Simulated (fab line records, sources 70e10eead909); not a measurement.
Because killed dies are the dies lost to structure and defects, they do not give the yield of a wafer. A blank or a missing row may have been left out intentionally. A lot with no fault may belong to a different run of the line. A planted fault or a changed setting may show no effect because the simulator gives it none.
fab line records	flow nand_harc
record: lots: 5	wafers: 15	last_day: 31
route steps=1302 shown P_STI@82 P_GATE@110 END@1301
lots with no fault: from the same line, run without faults
start_h: start of the lot's first displayed wafer, in hours after the record's first day	wait_h: how many hours have passed since the lot's step before this one	" identical to the entry in the row above	L1.1+2: one row covering several wafers at once	- either no value or no given start	* or withheld: withheld	< > ~ a bound
route shown NAME@n: a module of which the file shows steps, and the number in the route of the first	usual: the fault-free wafers' mean and standard deviation	same: alike in all rows	chamber/n: place in a boat	sites: each site's reading	_std_site: standard deviation of those values	_edge_site: inner sites' mean taken away from outer sites' mean	radius_mm: for every site, how far away it sits from the centre of the wafer	mask NAME#n: copy n	behind: the last tool/chamber to shape the wafer	hold: cause of the lot's hold/its duration in hours/its outcome	device: the transistor (n, p or np) that didn't switch	end of line: tests run on the same wafers once the route is complete	step lacking rows: just its recipe	killed: dies that structure and defects cost at the first sort, which is not the same as the wafer's yield	map: a wafer's dies, x killed, . not, _ none there
set.NAME: the setting the step ran with; set.NAME@STEP: the setting that earlier step ran with	model.NAME: the simulator's own value behind a step, which no gauge read
lots seen at some steps along the route; tables by step, rows by wafer
services: from which hour (start_h, from the record's first day; less than 0 if before it) a tool's chamber was out of use, for how many hours, and why
== steps ==
step: NHARC_P_STI_DEVELOP_08
recipe: time_s: 50	dev_temp_c: 22
step: NHARC_P_STI_HARDBAKE_13
recipe: temp_c: 118	time_s: 65
step: NHARC_P_STI_DESCUM_14
recipe: time_s: 3	o2_flow_sccm: 200	ar_flow_sccm: 0	bias_power_w: 0	chemistry: O2
step: NHARC_P_STI_ETCH_42
recipe: target_depth_a: 800	overetch_a: 240	time_s: 61	ion_energy_ev: 200	n2_flow_sccm: 150	h2_flow_sccm: 150	ar_flow_sccm: 0	rf_w: 400	bias_w: 150	chemistry: N2/H2
step: NHARC_P_STI_ETCH_31
recipe: target_depth_a: 1089	time_s: 54.5	cf4_flow_sccm: 100	chf3_flow_sccm: 30	ar_flow_sccm: 0	rf_w: 500	bias_w: 200	chemistry: CF4/CHF3
step: NHARC_P_STI_ETCH_15
recipe: target_depth_a: 3000	taper_deg: 4	time_s: 100.1	hbr_flow_sccm: 150	cl2_flow_sccm: 50	rf_w: 400	icp_w: 400	bias_w: 100	chemistry: HBr/Cl2
step: NHARC_P_STI_STRIP_19
recipe: time_s: 900	temp_c: 130	chemistry: SPM
step: NHARC_P_STI_PRECLEAN_32
recipe: time_s: *	temp_c: 50	bath_age_min: 0	chemistry: SC1
usual: h2o2_flow_mL_min: 56.62/0.17
lot.wafer	tool	chamber	start_h	wait_h	h2o2_flow_mL_min
L629.3	wet_bench-04	5	123.27	-	56.85
L629.4	"	0	"	"	56.81
L629.6	"	2	"	"	56.54
L631.5	wet_bench-09	1	145.78	-	56.41
L631.3	"	2	"	"	56.78
L631.1	"	5	"	"	56.73
L632.5	wet_bench-09	7	158.00	-	56.73
L632.1	"	3	"	"	56.90
L632.2	"	4	"	"	56.64
L633.6	wet_bench-09	4	163.69	-	56.63
L633.2	"	5	"	"	56.56
L633.4	"	7	"	"	56.54
L637.2	wet_bench-09	0	204.07	-	56.58
L637.5	"	1	"	"	56.67
L637.4	"	3	"	"	56.55
step: NHARC_P_STI_SRD_23
step: NHARC_P_STI_OXIDE_33
recipe: target_thk_a: 100	temp_c: 1000	ox_time_s: 281	material: SiO2
step: NHARC_P_STI_HDPCVD_20
recipe: target_thk_a: withheld	sigma_open_frac: withheld	material: SiO2
step: NHARC_P_STI_ANNEAL_34
recipe: temp_c: 1000	time_s: 1800
step: NHARC_P_STI_CMP_21
recipe: t_overpolish_s: 20	target_thk_nm: 380.67
step: NHARC_P_STI_SRD_35
step: NHARC_P_STI_ETCH_36
recipe: target_depth_a: 388	chemistry: dHF	material: SiO2
step: NHARC_P_STI_STRIP_24
recipe: temp_c: 160	chemistry: H3PO4	material: Si3N4
step: NHARC_P_STI_ETCH_37
recipe: target_depth_a: 110	chemistry: dHF	material: SiO2
step: NHARC_P_STI_PRECLEAN_38
recipe: time_s: *	temp_c: 50	bath_age_min: 0	chemistry: SC1
step: NHARC_P_STI_SRD_39
step: NHARC_P_STI_OXIDE_40
recipe: target_thk_a: 100	temp_c: 900	ox_time_s: 1362	material: SiO2
step: NHARC_P_GATE_ETCH_69
recipe: target_depth_a: 140	chemistry: dHF	material: SiO2
step: NHARC_P_GATE_PRECLEAN_70
recipe: time_s: *	temp_c: 50	bath_age_min: 0	chemistry: SC1
step: NHARC_P_GATE_SRD_01
step: NHARC_P_GATE_OXIDE_02
recipe: target_thk_a: 375	temp_c: 950	p_h2o_torr: 720	ox_time_s: 365	material: SiO2
step: NHARC_P_GATE_DEHYDRATE_03
recipe: temp_c: 150	time_s: 120
step: NHARC_P_GATE_HMDS_04
recipe: time_s: 30
step: NHARC_P_GATE_COAT_05
recipe: spin_rpm: 4690
step: NHARC_P_GATE_SOFTBAKE_06
recipe: temp_c: 122	time_s: 95
step: NHARC_P_GATE_EBR_07
step: NHARC_P_GATE_EXPOSE_08
recipe: na: 0.6	dose_mj: 16.75	mask_id: P_HV
step: NHARC_P_GATE_PEB_09
recipe: peb_temp_c: 118	peb_time_s: 85
step: NHARC_P_GATE_DEVELOP_10
recipe: time_s: 70
step: NHARC_P_GATE_HARDBAKE_12
recipe: temp_c: 125	time_s: 80
step: NHARC_END_WLT_00
usual: VT_DECK1_BOTTOM: 0.872/0.0067	VT_DECK1_BOTTOM_INNER: 0.872/0.0073	VT_DECK1_MEDIAN_NEAR_BOTTOM: 0.873/0.0074	VT_DECK1_MEDIAN_NEAR_BOTTOM_INNER: 0.873/0.0067	VT_DECK1_MIDDLE: 0.886/0.0067	VT_DECK1_MIDDLE_INNER: 0.886/0.0065	VT_DECK1_TOP: 0.897/0.0073	VT_DECK1_TOP_INNER: 0.897/0.0074	VT_DECK2_BOTTOM: 0.870/0.0063	VT_DECK2_BOTTOM_INNER: 0.870/0.0064	VT_DECK2_MEDIAN_NEAR_BOTTOM: 0.872/0.0066	VT_DECK2_MEDIAN_NEAR_BOTTOM_INNER: 0.871/0.0061	VT_DECK2_MIDDLE: 0.884/0.0065	VT_DECK2_MIDDLE_INNER: 0.883/0.0053	VT_DECK2_TOP: 0.895/0.0065	VT_DECK2_TOP_INNER: 0.896/0.0064
lot.wafer	tool	chamber	start_h	wait_h	hold	VT_DECK1_BOTTOM	VT_DECK1_BOTTOM_INNER	VT_DECK1_MEDIAN_NEAR_BOTTOM	VT_DECK1_MEDIAN_NEAR_BOTTOM_INNER	VT_DECK1_MIDDLE	VT_DECK1_MIDDLE_INNER	VT_DECK1_TOP	VT_DECK1_TOP_INNER	VT_DECK2_BOTTOM	VT_DECK2_BOTTOM_INNER	VT_DECK2_MEDIAN_NEAR_BOTTOM	VT_DECK2_MEDIAN_NEAR_BOTTOM_INNER	VT_DECK2_MIDDLE	VT_DECK2_MIDDLE_INNER	VT_DECK2_TOP	VT_DECK2_TOP_INNER
L631.1	prober-02	-	646.19	0.1	-	0.880	0.878	0.872	0.885	0.884	0.883	0.901	0.892	0.872	0.859	0.867	0.867	0.875	0.877	0.901	0.896
L631.3	"	-	647.20	1.1	-	0.874	0.877	0.872	0.878	0.884	0.891	0.896	0.902	0.865	0.870	0.871	0.868	0.885	0.886	0.894	0.888
L631.5	"	-	648.20	2.1	-	0.870	0.875	0.873	0.872	0.884	0.877	0.893	0.898	0.874	0.866	0.870	0.867	0.875	0.878	0.895	0.895
L629.3	prober-01	-	647.18	1.0	-	0.882	0.871	0.870	0.870	0.892	0.886	0.899	0.897	0.867	0.866	0.865	0.869	0.883	0.881	0.889	0.888
L629.4	"	-	"	"	-	0.878	0.879	0.883	0.876	0.877	0.894	0.894	0.900	0.872	0.868	0.867	0.868	0.882	0.879	0.900	0.897
L629.6	"	-	648.69	2.6	-	0.878	0.879	0.871	0.877	0.890	0.890	0.896	0.905	0.864	0.864	0.863	0.861	0.873	0.875	0.879	0.898
L633.2	prober-02	-	669.70	0.5	await_dispo/0.2h/release	0.926	0.932	0.927	0.934	0.935	0.939	0.951	0.956	0.933	0.928	0.928	0.930	0.942	0.948	0.957	0.961
L633.4	"	-	670.71	1.6	await_dispo/0.2h/release	0.932	0.931	0.930	0.928	0.937	0.946	0.955	0.951	0.923	0.929	0.924	0.931	0.939	0.941	0.951	0.962
L633.6	"	-	671.72	2.6	await_dispo/0.2h/release	0.937	0.926	0.940	0.935	0.945	0.938	0.950	0.954	0.933	0.924	0.931	0.927	0.951	0.947	0.962	0.960
L633.2	prober-02	-	677.53	7.3	-	0.920	0.919	0.917	0.922	0.938	0.948	0.953	0.959	0.927	0.932	0.936	0.922	0.942	0.944	0.959	0.944
L633.4	"	-	678.53	7.3	-	0.928	0.926	0.930	0.931	0.943	0.937	0.956	0.960	0.930	0.919	0.921	0.926	0.944	0.948	0.952	0.957
L633.6	"	-	679.54	7.3	-	0.931	0.928	0.924	0.932	0.941	0.945	0.952	0.947	0.932	0.928	0.931	0.937	0.943	0.938	0.962	0.954
L632.1	prober-01	-	676.98	7.8	await_dispo/0.2h/release	0.920	0.916	0.923	0.916	0.928	0.934	0.950	0.940	0.918	0.917	0.920	0.919	0.931	0.937	0.940	0.946
L632.2	"	-	"	"	await_dispo/0.2h/release	0.909	0.918	0.914	0.920	0.927	0.933	0.935	0.937	0.917	0.911	0.915	0.916	0.925	0.928	0.946	0.948
L632.5	"	-	678.98	9.8	await_dispo/0.2h/release	0.913	0.903	0.924	0.912	0.931	0.933	0.940	0.942	0.916	0.922	0.919	0.924	0.930	0.937	0.948	0.944
L632.1	prober-01	-	684.76	7.3	-	0.915	0.911	0.916	0.924	0.927	0.927	0.941	0.942	0.915	0.910	0.917	0.920	0.933	0.928	0.944	0.948
L632.2	"	-	"	"	-	0.918	0.916	0.919	0.916	0.922	0.931	0.936	0.938	0.914	0.924	0.921	0.913	0.936	0.923	0.946	0.935
L632.5	"	-	686.76	7.3	-	0.915	0.902	0.918	0.919	0.933	0.927	0.932	0.933	0.919	0.927	0.926	0.923	0.926	0.931	0.941	0.943
L637.2	prober-01	-	729.71	0.6	await_dispo/0.2h/release	0.931	0.930	0.927	0.936	0.948	0.940	0.961	0.954	0.917	0.914	0.921	0.915	0.938	0.934	0.942	0.935
L637.4	"	-	730.72	1.6	await_dispo/0.2h/release	0.929	0.938	0.929	0.930	0.945	0.945	0.960	0.958	0.909	0.916	0.920	0.920	0.927	0.931	0.942	0.940
L637.5	"	-	"	"	await_dispo/0.2h/release	0.935	0.927	0.932	0.926	0.944	0.942	0.952	0.958	0.902	0.907	0.913	0.919	0.930	0.932	0.950	0.939
L637.2	prober-01	-	737.56	7.3	-	0.928	0.927	0.940	0.944	0.941	0.942	0.959	0.959	0.919	0.925	0.915	0.920	0.927	0.927	0.945	0.949
L637.4	"	-	738.57	7.3	-	0.928	0.930	0.932	0.930	0.948	0.946	0.957	0.947	0.920	0.912	0.911	0.918	0.932	0.930	0.943	0.942
L637.5	"	-	"	"	-	0.929	0.930	0.931	0.926	0.948	0.944	0.954	0.949	0.915	0.914	0.912	0.915	0.931	0.928	0.940	0.942
step: NHARC_END_SORT_01
recipe: temp_c: 25
usual: killed_at_array: 62/16	killed_at_other: 0.8/1.1	killed_at_periphery: 4/3.2	killed_dies: 67/16	killed_open: 3.5/1.9	killed_short: 2.1/1.5
same: gross_dies: 677
lot.wafer	tool	chamber	start_h	wait_h	hold	killed_at_array	killed_at_other	killed_at_periphery	killed_dies	killed_open	killed_short
L629.3	prober-01	0	650.78	3.1	-	52	1	8	61	3	1
L629.4	prober-01	0	651.58	3.4	-	55	0	7	62	2	6
L629.6	prober-01	0	653.18	4.0	-	53	1	4	58	1	1
L633.2	prober-02	0	682.20	4.2	await_dispo/1.3h/release	56	0	3	59	5	1
L633.4	prober-02	0	683.80	4.8	await_dispo/1.3h/release	69	0	3	72	4	4
L633.6	prober-02	0	685.40	5.4	await_dispo/1.3h/release	56	0	3	59	1	2
L632.1	prober-01	0	691.61	6.3	await_dispo/3.8h/release	43	0	5	48	0	4
L632.2	prober-01	0	692.40	6.6	await_dispo/3.8h/release	56	1	1	58	4	1
L632.5	prober-01	0	694.79	7.5	await_dispo/3.8h/release	48	1	6	55	4	1
L637.2	prober-01	0	743.20	5.1	await_dispo/2.3h/release	89	0	8	97	4	0
L637.4	prober-01	0	744.81	5.7	await_dispo/2.3h/release	75	3	5	83	4	0
L637.5	prober-01	0	745.61	6.0	await_dispo/2.3h/release	62	4	4	70	1	0
killed by level:class
L629.3 A_SLIT:chamber_film_flake=27 A_CHANNEL_HOLE_D2:chamber_film_flake=13 P_CONTACT:chamber_film_flake=5 A_CHANNEL_HOLE_D1:chamber_film_flake=5 P_ZERO_WELL:chamber_film_flake=2 P_M0:geometric_particle:open=1 A_ONON_D1:geometric_particle:open=1 A_CHANNEL_FILL_D1:geometric_particle:short=1
L629.4 A_SLIT:chamber_film_flake=33 A_CHANNEL_HOLE_D2:chamber_film_flake=7 P_CONTACT:chamber_film_flake=4 A_CONTACT:chamber_film_flake=3 A_CHANNEL_HOLE_D1:chamber_film_flake=2 A_M0:chamber_film_flake=2 P_M0:geometric_particle:short=1 P_M1:geometric_particle:short=1
L629.6 A_SLIT:chamber_film_flake=30 A_CHANNEL_HOLE_D1:chamber_film_flake=8 A_CHANNEL_HOLE_D2:chamber_film_flake=6 P_CONTACT:chamber_film_flake=3 A_STAIRCASE:chamber_film_flake=3 A_M0:chamber_film_flake=2 A_DECK1_JOINT:geometric_particle:short=1 A_BLC:geometric_particle:open=1
L633.2 A_SLIT:chamber_film_flake=30 A_CHANNEL_HOLE_D2:chamber_film_flake=16 A_CHANNEL_HOLE_D1:chamber_film_flake=4 P_M0:geometric_particle:open=1 A_CHANNEL_HOLE_D1:geometric_particle:open=1 A_CHANNEL_FILL_D1:geometric_particle:short=1 A_ONON_D2:geometric_particle:open=1 A_WL_FILL:geometric_particle:open=1
L633.4 A_SLIT:chamber_film_flake=33 A_CHANNEL_HOLE_D2:chamber_film_flake=23 A_CHANNEL_HOLE_D1:chamber_film_flake=4 A_ONON_D2:geometric_particle:short=2 P_M0:geometric_particle:short=1 P_M0:geometric_particle:open=1 A_SOURCE_PLATE:geometric_particle:open=1 A_DECK1_JOINT:geometric_particle:short=1
L633.6 A_SLIT:chamber_film_flake=32 A_CHANNEL_HOLE_D2:chamber_film_flake=16 A_CHANNEL_HOLE_D1:chamber_film_flake=4 P_M0:geometric_particle:open=1 P_M1:geometric_particle:short=1 A_WL_FILL:geometric_particle:short=1 P_GATE:chamber_film_flake=1 A_STAIRCASE:chamber_film_flake=1
L632.1 A_CHANNEL_HOLE_D1:chamber_film_flake=28 A_SLIT:chamber_film_flake=4 A_CONTACT:chamber_film_flake=4 P_STI:chamber_film_flake=3 A_SGD_CUT:geometric_particle:short=2 A_WL_FILL:geometric_particle:short=2 A_BONDPAD:chamber_film_flake=2 P_GATE:chamber_film_flake=1
L632.2 A_CHANNEL_HOLE_D1:chamber_film_flake=37 A_CONTACT:chamber_film_flake=6 A_CHANNEL_HOLE_D2:chamber_film_flake=3 A_BONDPAD:chamber_film_flake=3 A_ONON_D1:geometric_particle:short=1 A_ONON_D1:geometric_particle:open=1 A_CONTACT:geometric_particle:open=1 A_BLC:geometric_particle:open=1
L632.5 A_CHANNEL_HOLE_D1:chamber_film_flake=29 A_SLIT:chamber_film_flake=4 A_CHANNEL_HOLE_D2:chamber_film_flake=3 P_STI:chamber_film_flake=2 P_GATE:chamber_film_flake=2 A_DECK1_JOINT:chamber_film_flake=2 A_STAIRCASE:chamber_film_flake=2 A_CONTACT:chamber_film_flake=2
L637.2 A_CHANNEL_HOLE_D1:chamber_film_flake=41 A_SLIT:chamber_film_flake=34 P_CONTACT:chamber_film_flake=5 A_BLC:chamber_film_flake=5 P_GATE:chamber_film_flake=2 A_DECK1_JOINT:chamber_film_flake=2 P_GATE:geometric_particle:open=1 A_DECK1_JOINT:geometric_particle:open=1
L637.4 A_SLIT:chamber_film_flake=38 A_CHANNEL_HOLE_D1:chamber_film_flake=30 P_CONTACT:chamber_film_flake=4 A_DECK1_JOINT:geometric_particle:open=2 A_CONTACT:chamber_film_flake=2 THIN_TSV:chamber_film_flake=2 P_CONTACT:geometric_particle:open=1 STARTING-WAFER:geometric_particle:open=1
L637.5 A_SLIT:chamber_film_flake=32 A_CHANNEL_HOLE_D1:chamber_film_flake=22 THIN_TSV:chamber_film_flake=4 A_BLC:chamber_film_flake=3 P_CONTACT:chamber_film_flake=2 A_WL_FILL:chamber_film_flake=2 P_CONTACT:geometric_particle:open=1 P_GATE:chamber_film_flake=1
map L632.2 (x killed, . not)
____________.____________
_________......._________
_______.x........._______
______...x.........______
_____..............._____
____.................____
____.x...............____
___............x......___
___...x.....x.xx.x....___
__...........xx.x.....x__
__.........xx..x.x.....__
_............xxxx......._
_....x......xxx.x......._
_..........x.xxxx......._
_.........xx.x.x.x......_
_..............xx......._
............x..xx.x......
...............xx........
...............x.........
.........................
....................x....
_......................._
_......................._
_...x................x.._
_......................._
_......................._
__...x.................__
__.....x...............__
___...x...............___
___.....x.............___
____........x........____
____x...x...x........____
_____.x............._____
______x............______
_______..........._______
_________......._________
____________.____________
map L633.4 (x killed, . not)
____________.____________
_________.x....._________
_______..........._______
______.............______
_____...x..........._____
____....x.x..........____
____....x.x..........____
___......xxx..........___
___....xxx..x.........___
__..x.xxxx.............__
__.....xx..............__
_......x........x......._
_......xx.......x......._
_.......x..x............_
_......................._
_......................._
.........................
.........................
.................x.......
.........................
..x..............x.......
_...............x......._
_......................._
_......................._
_............x.........._
_..............x..x....._
__...x.......x.x..x.x..__
__............x...x....__
___......x.....xxx....___
___x..........xxxx....___
____..........xxxxxx.____
____..........xxxxxx.____
_____.........xxxxxx_____
______.........xxx.______
_______..........x_______
_________......._________
____________.____________
== services ==
tool	chamber	start_h	hours	kind
wet_bench-09	-	144.00	1.5	repair
wet_bench-09	-	176.80	8.0	pm
wet_bench-09	0	184.80	-	consumable_replace:bath
wet_bench-09	0	184.80	-	consumable_replace:filter
wet_bench-09	1	184.80	-	consumable_replace:bath
wet_bench-09	1	184.80	-	consumable_replace:filter
wet_bench-09	2	184.80	-	consumable_replace:bath
wet_bench-09	2	184.80	-	consumable_replace:filter
wet_bench-09	3	184.80	-	consumable_replace:bath
wet_bench-09	3	184.80	-	consumable_replace:filter
wet_bench-09	4	184.80	-	consumable_replace:bath
wet_bench-09	4	184.80	-	consumable_replace:filter
wet_bench-09	5	184.80	-	consumable_replace:bath
wet_bench-09	5	184.80	-	consumable_replace:filter
wet_bench-09	6	184.80	-	consumable_replace:bath
wet_bench-09	6	184.80	-	consumable_replace:filter
wet_bench-09	7	184.80	-	consumable_replace:bath
wet_bench-09	7	184.80	-	consumable_replace:filter
== key ==
first_sign: step: NHARC_END_WLT_00	reading: VT_DECK2_MIDDLE_INNER	direction: up	sigmas: 10	usual: 0.883	struck: 0.937
effect: step: NHARC_END_WLT_00	reading: VT_DECK2_MEDIAN_NEAR_BOTTOM_INNER	direction: up	sigmas: 8.4	usual: 0.871	struck: 0.922
effect: step: NHARC_END_SORT_01	reading: hold	direction: added
met_at NHARC_P_STI_PRECLEAN_32
struck_wafers L632.1,L632.2,L632.5,L633.2,L633.4,L633.6,L637.2,L637.4,L637.5
tester_left_out L632,L633,L637
onset_between 145.78 158.00
also_fits time
fault: kind: metallic_contamination_source	tool: wet_bench-09	chamber: -	onset_h: 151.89	steps: NHARC_P_STI_PRECLEAN_32	rate_cm2_per_visit: 9.5495e+11	species: metal_fe_cm2
tester_left_out: of these lots the tester's yield and bins aren't shown, on N5 and GAA mostly nor the transistor test; their killed dies are dies lost to structure and defects alone, not to doping, threshold or leakage, so they don't give the yield
